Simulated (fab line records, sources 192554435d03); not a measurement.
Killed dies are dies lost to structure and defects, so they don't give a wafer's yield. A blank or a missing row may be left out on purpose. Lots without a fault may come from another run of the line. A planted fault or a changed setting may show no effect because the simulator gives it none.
Chamber matching | flow n5_finfet | N5_BEOL_M9_ALD_74 on ald_metal-04: 4 sister chambers
The step deposits TaN, target thk 2 nm, pulse time 2 s, purge time 3 s. 15 wafers are shown with their chamber, then 7 later ones without.

WAFERS WITH THEIR CHAMBER
wafer  | chamber | heater_power_w (W) | susceptor_temp_C (C)
L929.1 | 2       | 450                | 275.16
L929.4 | 3       | 459                | 274.91
L929.6 | 1       | 449                | 274.87
L934.4 | 2       | 452                | 274.86
L934.5 | 0       | 377                | 274.90
L937.1 | 2       | 448                | 275.15
L937.2 | 1       | 454                | 274.81
L937.3 | 3       | 471                | 275.27
L938.2 | 2       | 436                | 274.69
L938.4 | 3       | 470                | 275.14
L938.5 | 1       | 460                | 275.19
L939.2 | 0       | 388                | 274.92
L939.4 | 3       | 469                | 275.39
L939.5 | 0       | 384                | 274.68
L941.1 | 0       | 392                | 275.43

SIGNATURES (means of the wafers above)
reading          | chamber 0 | chamber 1 | chamber 2 | chamber 3 | scatter within a chamber
heater_power_w   | 385.25    | 454.33    | 446.50    | 467.25    | 6.26
susceptor_temp_C | 274.9825  | 274.9567  | 274.9650  | 275.1775  | 0.247
Rule: a wafer's distance from a chamber is the root of the sum, over the readings, of the square of ((its reading less the chamber's mean) divided by the reading's scatter). The wafer belongs to the nearest chamber; if the next one is less than 2 further off, it can't be placed. The scatter: the root of (the sum of the squares of (reading less its chamber's mean) over the shown wafers, divided by (wafers less chambers)).

WAFERS WITHOUT THEIR CHAMBER
wafer  | heater_power_w (W) | susceptor_temp_C (C)
L941.4 | 478                | 274.83
L941.5 | 372                | 275.17
L949.3 | 448                | 275.48
L949.5 | 454                | 275.01
L949.6 | 382                | 274.79
L950.1 | 433                | 275.14
L950.2 | 458                | 274.89

WHICH CHAMBER EACH WENT THROUGH
wafer  | from the rows above          | in truth
L941.4 | can't be placed: 3 or 1      | 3
L941.5 | 0                            | 0
L949.3 | can't be placed: 2 or 1 or 3 | 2
L949.5 | can't be placed: 1 or 2 or 3 | 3
L949.6 | 0                            | 0
L950.1 | can't be placed: 2 or 1      | 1
L950.2 | can't be placed: 1 or 2 or 3 | 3
Placed correctly: 2 of 7. Can't be placed from these rows: 5 (the true chamber is among the candidates in 5). Placed wrongly: 0.
